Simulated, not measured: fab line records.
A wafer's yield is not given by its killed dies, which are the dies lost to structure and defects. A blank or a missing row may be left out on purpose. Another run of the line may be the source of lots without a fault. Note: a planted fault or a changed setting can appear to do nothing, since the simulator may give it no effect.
Chamber matching || flow nandHarc || NHARC_P_M2_DESCUM_14 on rieDiel-06 has 4 sister chambers
The step chemistry O2, time 3 s. 14 wafers are shown with their chamber, then 7 later ones without.

== WAFERS, EACH WITH ITS CHAMBER ==
{"wafer": "L426.2", "chamber": 3, "oesProductAu (a.u.)": 0.995, "rfVppV (V)": 56.4, "throttleValvePct (%)": 11.303}
{"wafer": "L426.3", "chamber": 0, "oesProductAu (a.u.)": 1.002, "rfVppV (V)": 58.4, "throttleValvePct (%)": 11.313}
{"wafer": "L426.5", "chamber": 0, "oesProductAu (a.u.)": 1.000, "rfVppV (V)": 59.0, "throttleValvePct (%)": 11.315}
{"wafer": "L429.1", "chamber": 1, "oesProductAu (a.u.)": 1.011, "rfVppV (V)": 59.7, "throttleValvePct (%)": 11.315}
{"wafer": "L429.2", "chamber": 3, "oesProductAu (a.u.)": 1.005, "rfVppV (V)": 57.9, "throttleValvePct (%)": 11.317}
{"wafer": "L429.4", "chamber": 2, "oesProductAu (a.u.)": 1.007, "rfVppV (V)": 56.5, "throttleValvePct (%)": 11.299}
{"wafer": "L435.1", "chamber": 3, "oesProductAu (a.u.)": 0.996, "rfVppV (V)": 58.4, "throttleValvePct (%)": 11.304}
{"wafer": "L435.3", "chamber": 1, "oesProductAu (a.u.)": 1.006, "rfVppV (V)": 59.1, "throttleValvePct (%)": 11.286}
{"wafer": "L435.5", "chamber": 2, "oesProductAu (a.u.)": 1.000, "rfVppV (V)": 58.3, "throttleValvePct (%)": 11.310}
{"wafer": "L439.1", "chamber": 2, "oesProductAu (a.u.)": 1.005, "rfVppV (V)": 58.6, "throttleValvePct (%)": 11.301}
{"wafer": "L439.4", "chamber": 3, "oesProductAu (a.u.)": 0.998, "rfVppV (V)": 57.0, "throttleValvePct (%)": 11.322}
{"wafer": "L439.6", "chamber": 1, "oesProductAu (a.u.)": 1.013, "rfVppV (V)": 58.7, "throttleValvePct (%)": 11.303}
{"wafer": "L438.1", "chamber": 2, "oesProductAu (a.u.)": 1.006, "rfVppV (V)": 58.4, "throttleValvePct (%)": 11.317}
{"wafer": "L438.4", "chamber": 1, "oesProductAu (a.u.)": 1.001, "rfVppV (V)": 56.4, "throttleValvePct (%)": 11.314}

SIGNATURES, as means of the wafers listed above
{"reading": "oesProductAu", "chamber 0": 1.00100, "chamber 1": 1.00775, "chamber 2": 1.00450, "chamber 3": 0.99850, "scatter within a chamber": 0.00423}
{"reading": "rfVppV", "chamber 0": 58.700, "chamber 1": 58.475, "chamber 2": 57.950, "chamber 3": 57.425, "scatter within a chamber": 1.08}
{"reading": "throttleValvePct", "chamber 0": 11.31400, "chamber 1": 11.30450, "chamber 2": 11.30675, "chamber 3": 11.31150, "scatter within a chamber": 0.0101}
Rule: a wafer lies at a distance from a chamber equal to the root of the sum of squares, over the readings, of (its reading less the chamber's mean, divided by the reading's scatter). If the next closest chamber is less than 2 further off than the closest, the wafer can't be placed; otherwise it belongs to the closest. How the scatter is found: for the shown wafers, subtract from each reading the mean of its chamber, square and add these, divide the total by (wafers less chambers), then take the root.

== WAFERS MISSING THEIR CHAMBER ==
{"wafer": "L438.6", "oesProductAu (a.u.)": 1.012, "rfVppV (V)": 56.4, "throttleValvePct (%)": 11.282}
{"wafer": "L442.1", "oesProductAu (a.u.)": 0.999, "rfVppV (V)": 57.7, "throttleValvePct (%)": 11.306}
{"wafer": "L442.2", "oesProductAu (a.u.)": 1.010, "rfVppV (V)": 58.2, "throttleValvePct (%)": 11.313}
{"wafer": "L442.3", "oesProductAu (a.u.)": 1.014, "rfVppV (V)": 58.6, "throttleValvePct (%)": 11.298}
{"wafer": "L446.3", "oesProductAu (a.u.)": 0.998, "rfVppV (V)": 59.3, "throttleValvePct (%)": 11.296}
{"wafer": "L446.4", "oesProductAu (a.u.)": 1.013, "rfVppV (V)": 57.7, "throttleValvePct (%)": 11.299}
{"wafer": "L446.6", "oesProductAu (a.u.)": 1.012, "rfVppV (V)": 59.9, "throttleValvePct (%)": 11.304}

== EACH ONE'S CHAMBER ==
{"wafer": "L438.6", "from the rows above": "can't be placed: 1 or 2 or 3 or 0", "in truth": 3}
{"wafer": "L442.1", "from the rows above": "can't be placed: 3 or 0 or 2 or 1", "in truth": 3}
{"wafer": "L442.2", "from the rows above": "can't be placed: 1 or 2 or 0 or 3", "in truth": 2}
{"wafer": "L442.3", "from the rows above": "can't be placed: 1 or 2 or 0", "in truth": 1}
{"wafer": "L446.3", "from the rows above": "can't be placed: 0 or 2 or 3 or 1", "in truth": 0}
{"wafer": "L446.4", "from the rows above": "can't be placed: 1 or 2 or 0", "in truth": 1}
{"wafer": "L446.6", "from the rows above": "can't be placed: 1 or 2 or 0", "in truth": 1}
Correct placement for 0 of the 7. From these rows, 7 cannot be placed; in 7 the true chamber is one of the candidates. Placed wrongly: 0.
